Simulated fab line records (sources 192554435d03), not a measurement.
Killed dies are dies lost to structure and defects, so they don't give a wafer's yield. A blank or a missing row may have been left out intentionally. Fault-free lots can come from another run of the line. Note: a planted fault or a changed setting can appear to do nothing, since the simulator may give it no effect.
fab line records	flow n5_finfet
[record] lots = 6	wafers = 18	last_day = 15
route steps=1938 shown MOL_CONTACT_COAG@539 BEOL_M4@1111
lots that met no fault: from a run of the same line without faults
start_h: start of the lot's first displayed wafer, in hours after the record's first day	wait_h: how many hours have passed since the lot's step before this one	" unchanged from the row above	L1.1+2: several wafers, shown together as one row	- no value, or no start given	* or withheld: withheld	< > ~ a bound
route shown NAME@n: NAME is a module with steps in the file, n the number in the route of the first one	usual: mean/standard deviation taken from wafers without a fault	same: alike in all rows	chamber/n: place in a boat	sites: each site's reading	_std_site: how widely they spread, as a standard deviation	_edge_site: outer sites' mean less inner sites'	radius_mm: for every site, how far away it sits from the centre of the wafer	mask NAME#n: copy n	behind: the tool/chamber that last shaped the wafer	hold: why the lot went on hold/how many hours it stayed there/how the hold came to an end	device: names the non-switching transistor (n, p or np)	end of line: tests run on the same wafers once the route is complete	a step without rows: its recipe alone	killed: count of dies lost to structure and defects at first sort (not the wafer's yield)	map: the dies of a wafer, with x for killed, . for not killed, _ for no die there
set.NAME: the setting the step ran with; set.NAME@STEP: the setting that earlier step ran with	model.NAME: the simulator's own value behind a step, which no gauge read
lots at selected steps of the route; one table per step, one row per wafer
services: the hour from which a tool's chamber was out of use, counted from the record's first day as start_h (under 0 if before that day), plus the number of hours and why
[[steps]]
[step N5_MOL_CONTACT_COAG_STRIP_98]
[recipe] chemistry = N2/H2	power_w = 500	temp_c = 40	pressure_mtorr = 50	rf_frequency_hz = 6e+07	overash_fraction = 0.3	bias_power_w = 8	h2_frac = 0.5	n2_flow_sccm = 300	h2_flow_sccm = 300
[usual] bias_power_w = 7.997/0.022	drypump_motor_current_A = 5.7/0.52	oes_product_au = 0.83/0.069	rf_vpp_V = 54.3/1.4	showerhead_plenum_p_Torr = 3.39/0.13	temp_c = 40.00/0.11	throttle_valve_pct = 18.72/0.26
lot.wafer	tool	chamber	start_h	wait_h	bias_power_w	drypump_motor_current_A	oes_product_au	rf_hours_counter_h	rf_vpp_V	showerhead_plenum_p_Torr	temp_c	throttle_valve_pct
L820.2	rie_diel-01	3	103.05	0.0	8.005	5.8	0.91	5	54.4	3.29	39.87	18.64
L820.5	"	3	"	"	7.988	5.8	0.91	-	54.7	3.29	39.91	18.59
L820.6	"	2	"	"	8.010	6.4	0.73	-	55.3	3.31	39.89	18.70
L822.3	rie_diel-01	2	116.97	0.0	7.958	6.4	0.71	233	55.5	3.30	39.93	18.72
L822.5	"	3	"	"	8.034	5.7	0.88	-	53.5	3.29	39.75	18.61
L822.6	"	2	"	"	7.963	6.4	0.71	-	51.1	3.30	39.86	18.76
L824.2	rie_diel-01	0	130.03	0.0	8.021	6.1	0.72	206	55.9	3.20	39.74	19.04
L824.3	"	3	"	"	8.004	5.8	0.88	18	55.5	3.29	39.94	18.61
L824.4	"	2	"	"	7.981	6.4	0.72	240	53.0	3.30	39.80	18.73
L830.2	rie_diel-02	2	167.16	0.0	7.997	5.8	0.81	78	56.1	3.55	40.04	18.81
L830.5	"	1	"	"	7.963	5.6	0.85	-	54.4	3.41	39.95	18.25
L830.6	"	2	"	"	7.983	5.8	0.81	-	55.5	3.55	39.83	18.86
L831.1	rie_diel-01	3	168.07	0.0	7.997	5.7	0.83	34	52.0	3.28	40.00	18.65
L831.2	"	0	"	"	7.980	6.1	0.72	223	52.3	3.19	40.14	19.09
L831.5	"	3	"	"	8.006	5.7	0.85	-	54.8	3.28	39.88	18.70
L834.1	rie_diel-01	3	186.80	0.0	7.963	5.8	0.85	44	54.3	3.27	39.89	18.68
L834.4	"	2	"	"	7.978	6.4	0.97	2	55.8	3.29	40.06	18.36
L834.5	"	2	"	"	8.017	6.4	0.95	-	53.1	3.29	40.04	18.37
[step N5_MOL_CONTACT_COAG_CD_MEAS_99]
[recipe] target_cd_nm = 17.2	polarity = opening
[usual] cd_nm = 17.1/0.33
lot.wafer	tool	chamber	start_h	wait_h	cd_nm
L820.2	cd_sem-03	-	103.12	-	17.3
L820.5	"	-	"	"	17.6
L820.6	"	-	"	"	17.0
L822.3	cd_sem-01	-	117.04	-	17.6
L822.5	"	-	"	"	17.9
L822.6	"	-	"	"	17.2
L824.2	cd_sem-03	-	130.10	-	17.1
L824.3	"	-	"	"	17.2
L824.4	"	-	"	"	17.0
L830.2	cd_sem-03	-	167.24	-	17.8
L830.5	"	-	"	"	17.7
L830.6	"	-	"	"	17.8
L831.1	cd_sem-02	-	168.14	-	16.7
L831.2	"	-	"	"	16.9
L831.5	"	-	"	"	16.8
L834.1	cd_sem-02	-	186.87	-	17.4
L834.4	"	-	"	"	16.9
L834.5	"	-	"	"	17.2
[step N5_MOL_CONTACT_COAG_IMPLANT_129]
[recipe] species = Ge	energy_kev = 3	dose_cm2 = 6e+14	tilt_deg = 0	rotation_deg = 0
[step N5_MOL_CONTACT_COAG_PRECLEAN_111]
[recipe] chemistry = NF3:NH3	afs_cycles = 1	temp_c = 30	time_s = 20	sublimation_temp_c = 180	sublimation_time_s = 60	pressure_torr = 3	rf_power_w = 30
[step N5_MOL_CONTACT_COAG_TI_SIL_19]
[recipe] material = Ti	target_thk_a = 42	temp_c = 200	chamber_pressure_pa = 5	power_w = 5000	time_s = 15
[step N5_MOL_CONTACT_COAG_ALD_20]
[recipe] material = TiN	target_thk_a = 15	temp_c = 400	ald_precursor_family = TiCl4	ald_co_reactant = NH3	pulse_time_s = 1	purge_time_s = 3	co_reactant_purge_time_s = 2	co_reactant_pulse_time_s = 2	ald_cycles = 68	pressure_torr = 3
[step N5_MOL_CONTACT_COAG_SIL_ANNEAL_21]
[recipe] temp_c = 550	time_s = 60	ambient = N2
[usual] lamp_power_pct = 6.0/0.31	lamp_zone_4_pct = 6.0/0.31	wafer_temp_C_max = 551.7/0.47
lot.wafer	tool	chamber	start_h	wait_h	lamp_power_pct	lamp_zone_4_pct	wafer_temp_C_max
L820.2	rtp_anneal-02	0	105.13	0.2	5.7	5.6	551.7
L820.5	"	0	"	"	5.6	5.7	551.3
L820.6	"	0	"	"	5.6	5.6	552.0
L822.3	rtp_anneal-01	0	118.30	0.4	6.3	6.3	551.6
L822.5	"	0	"	"	6.3	6.3	551.3
L822.6	"	0	"	"	6.3	6.3	552.2
L824.2	rtp_anneal-02	0	131.85	0.3	5.7	5.6	552.2
L824.3	"	0	"	"	5.7	5.6	551.8
L824.4	"	0	"	"	5.7	5.7	552.3
L830.2	rtp_anneal-01	0	168.35	0.2	6.3	6.3	551.8
L830.5	"	0	"	"	6.3	6.3	552.1
L830.6	"	0	"	"	6.3	6.3	551.4
L831.1	rtp_anneal-02	0	169.36	0.3	5.6	5.6	552.0
L831.2	"	0	"	"	5.6	5.6	552.9
L831.5	"	0	"	"	5.6	5.6	551.8
L834.1	rtp_anneal-01	0	188.14	0.3	6.3	6.3	551.7
L834.4	"	0	"	"	6.3	6.3	551.5
L834.5	"	0	"	"	6.3	6.3	551.3
[step N5_MOL_CONTACT_COAG_PRE_CLEAN_141]
[recipe] gas = H2/He	time_s = 60	temp_c = 300
[usual] heater_power_w = 455/44
lot.wafer	tool	chamber	start_h	wait_h	heater_power_w
L820.2	pvd_sputter-01	-	106.64	1.5	385
L820.5	"	-	"	"	395
L820.6	"	-	"	"	482
L822.3	pvd_sputter-02	-	119.15	0.8	441
L822.5	"	-	"	"	440
L822.6	"	-	"	"	442
L824.2	pvd_sputter-03	-	132.19	0.3	487
L824.3	"	-	"	"	414
L824.4	"	-	"	"	453
L830.2	pvd_sputter-02	-	169.21	0.8	468
L830.5	"	-	"	"	448
L830.6	"	-	"	"	491
L831.1	pvd_sputter-01	-	171.17	1.8	475
L831.2	"	-	"	"	489
L831.5	"	-	"	"	504
L834.1	pvd_sputter-03	-	188.82	0.6	461
L834.4	"	-	"	"	357
L834.5	"	-	"	"	428
[step N5_MOL_CONTACT_COAG_SPUTTER_143]
[recipe] material = Co	target_thk_a = 25	temp_c = 25	chamber_pressure_pa = 0.2
[usual] substrate_temp_c = 25.00/0.1	throttle_valve_pct = 29.5/1.2
lot.wafer	tool	chamber	start_h	wait_h	substrate_temp_c	throttle_valve_pct
L820.2	pvd_sputter-01	-	106.70	0.0	25.02	29.4
L820.5	"	-	"	"	25.17	29.3
L820.6	"	-	"	"	25.17	28.0
L822.3	pvd_sputter-02	-	119.21	0.0	25.02	29.5
L822.5	"	-	"	"	24.76	29.7
L822.6	"	-	"	"	25.03	29.7
L824.2	pvd_sputter-03	-	132.25	0.0	24.87	31.7
L824.3	"	-	"	"	24.98	31.0
L824.4	"	-	"	"	24.95	29.0
L830.2	pvd_sputter-02	-	169.27	0.0	25.03	30.0
L830.5	"	-	"	"	25.01	30.0
L830.6	"	-	"	"	24.97	28.8
L831.1	pvd_sputter-01	-	171.23	0.0	25.12	28.1
L831.2	"	-	"	"	24.92	27.7
L831.5	"	-	"	"	25.03	30.3
L834.1	pvd_sputter-03	-	188.88	0.0	25.07	29.2
L834.4	"	-	"	"	24.90	29.6
L834.5	"	-	"	"	25.18	31.4
[step N5_MOL_CONTACT_COAG_CO_FILL_22]
[recipe] material = Co	target_thk_a = 200	temp_c = 200	precursor = CCTBA/H2	pressure_torr = 30
[step N5_MOL_CONTACT_COAG_ANNEAL_113]
[recipe] temp_c = 400	time_s = 300	ambient = H2/N2
[step N5_MOL_CONTACT_COAG_PRE_CLEAN_142]
[recipe] gas = H2/He	time_s = 60	temp_c = 300
[usual] heater_power_w = 459/37
lot.wafer	tool	chamber	start_h	wait_h	heater_power_w
L820.2	pvd_sputter-03	-	109.79	2.1	447
L820.5	"	-	"	"	361
L820.6	"	-	"	"	418
L822.3	pvd_sputter-02	-	122.22	1.8	504
L822.5	"	-	"	"	455
L822.6	"	-	"	"	467
L824.2	pvd_sputter-03	-	134.40	1.0	444
L824.3	"	-	"	"	361
L824.4	"	-	"	"	421
L830.2	pvd_sputter-03	-	171.58	1.3	411
L830.5	"	-	"	"	448
L830.6	"	-	"	"	484
L831.1	pvd_sputter-02	-	173.33	1.2	451
L831.2	"	-	"	"	467
L831.5	"	-	"	"	435
L834.1	pvd_sputter-02	-	192.06	2.2	501
L834.4	"	-	"	"	444
L834.5	"	-	"	"	463
[step N5_MOL_CONTACT_COAG_SPUTTER_130]
[recipe] material = Co	target_thk_a = 475	temp_c = 25	chamber_pressure_pa = 0.5	power_w = 3000
[usual] cathode_dc_power_W = 2999.9/0.48	substrate_temp_c = 25.00/0.11	throttle_valve_pct = 29.5/1
lot.wafer	tool	chamber	start_h	wait_h	cathode_dc_power_W	substrate_temp_c	throttle_valve_pct	model.Co_of_MOL_CONTACT_COAG_SPUTTER_130.thk_nm
L820.2	pvd_sputter-03	-	109.85	0.0	2999.9	24.99	29.1	47.4
L820.5	"	-	"	"	3001.2	24.76	29.2	47.8
L820.6	"	-	"	"	2999.0	25.09	31.3	47.2
L822.3	pvd_sputter-02	-	122.28	0.0	3000.1	24.94	28.9	48
L822.5	"	-	"	"	3000.1	25.13	29.3	48
L822.6	"	-	"	"	3000.4	24.94	30.0	49
L824.2	pvd_sputter-03	-	134.46	0.0	2756.6	25.00	29.1	43.6
L824.3	"	-	"	"	3000.4	24.86	29.6	47.6
L824.4	"	-	"	"	2999.1	25.05	31.0	46.6
L830.2	pvd_sputter-03	-	171.64	0.0	2999.8	24.95	30.9	47.2
L830.5	"	-	"	"	2756.4	25.10	29.3	43.4
L830.6	"	-	"	"	2999.5	24.87	31.7	48
L831.1	pvd_sputter-02	-	173.39	0.0	2999.5	25.02	30.0	46.8
L831.2	"	-	"	"	2999.9	24.99	30.2	47.8
L831.5	"	-	"	"	3000.5	24.93	29.6	47.8
L834.1	pvd_sputter-02	-	192.12	0.0	3000.8	24.85	28.7	47.6
L834.4	"	-	"	"	2999.2	25.11	29.6	47.6
L834.5	"	-	"	"	3000.1	24.99	30.4	47.8
[step N5_MOL_CONTACT_COAG_PRECLEAN_125]
[recipe] chemistry = DIW	time_s = 57.5	temp_c = 23
[step N5_BEOL_M4_RC_MEAS_101]
[usual] DIBL_N = 36.1/1.5	DIBL_P = 36.1/1.9	IOFF_N = 0.159/0.029	IOFF_P = 0.21/0.038	ION_N = 675/11	ION_P = 464/8.1	SS_N = 71.5/0.57	SS_P = 73.3/0.64	VT_N = 249/3.1	VT_P = -250/3.8
lot.wafer	tool	chamber	start_h	wait_h	DIBL_N[mV/V]	DIBL_P[mV/V]	IOFF_N[nA/um]	IOFF_P[nA/um]	ION_N[uA/um]	ION_P[uA/um]	SS_N[mV/dec]	SS_P[mV/dec]	VT_N[mV]	VT_P[mV]
L820.2	prober-02	0	176.86	0.2	36.9	38.1	0.187	0.27	691	478	71.6	74.2	245	-242
L820.5	"	0	"	"	36.5	38.2	0.179	0.27	692	479	72.5	73.7	248	-245
L820.6	"	0	"	"	35.3	35.5	0.145	0.21	675	465	72.1	73.7	250	-249
L822.3	prober-02	0	193.20	0.4	33.5	33.5	0.125	0.17	664	457	71.5	72.7	251	-256
L822.5	"	0	"	"	35.7	34.8	0.148	0.19	676	462	71.3	73.4	252	-253
L822.6	"	0	"	"	32.4	32.2	0.111	0.16	666	458	70.1	72.4	253	-253
L824.2	prober-02	0	199.85	0.2	37.1	36.0	0.168	0.21	689	466	71.5	73.3	247	-250
L824.3	"	0	"	"	38.0	36.6	0.181	0.22	684	468	72.0	73.3	245	-251
L824.4	"	0	"	"	35.9	34.7	0.140	0.19	678	465	72.1	72.8	249	-251
L830.2	prober-01	0	245.64	0.2	36.0	35.0	0.134	0.17	667	457	71.6	72.7	253	-252
L830.5	"	0	"	"	32.2	31.4	0.091	0.13	653	449	69.2	71.7	256	-255
L830.6	"	0	"	"	34.5	33.7	0.123	0.16	668	450	70.8	72.7	253	-254
L831.1	prober-01	0	248.35	0.0	36.7	37.0	0.166	0.22	682	465	71.9	73.0	248	-248
L831.2	"	0	"	"	36.1	36.4	0.141	0.20	680	464	71.0	73.5	252	-250
L831.5	"	0	"	"	34.4	34.9	0.118	0.18	662	458	71.3	73.1	254	-251
L834.1	prober-01	0	266.33	0.0	34.7	34.6	0.135	0.19	668	461	70.5	72.9	250	-252
L834.4	"	0	"	"	34.4	33.9	0.128	0.19	657	456	70.9	73.0	254	-251
L834.5	"	0	"	"	34.4	33.8	0.129	0.19	667	463	70.5	72.4	254	-251
[[services]]
tool	chamber	start_h	hours	kind
rie_diel-02	2	92.12	3.4	repair
rie_diel-02	0	145.20	4.2	repair
rie_diel-01	2	155.86	-	clean
rie_diel-01	2	155.86	-	consumable_replace:focus_ring
rie_diel-01	2	155.86	24.8	scheduled_down
rie_diel-01	2	155.86	24.8	vent_cycle
[[key]]
[first_sign] step = N5_MOL_CONTACT_COAG_SPUTTER_130	reading = cathode_dc_power_W	direction = down	sigmas = 99+	usual = *	struck = *
effect none on later readings
[model_effect] step = N5_MOL_CONTACT_COAG_SPUTTER_130	value = Co_of_MOL_CONTACT_COAG_SPUTTER_130.thk_nm	without = 47.3	struck = 43.5
met_at N5_MOL_CONTACT_COAG_SPUTTER_130
struck_wafers L824.2,L830.5
onset_between 109.85 134.46
[fault] kind = process_parameter_drift	tool = pvd_sputter-03	chamber = -	onset_h = 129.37	steps = N5_MOL_CONTACT_COAG_SPUTTER_130	channel = power_w	offset = *	shape = step	end_h = 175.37	acts_in = *	stated = *	scope = struck_wafers_only
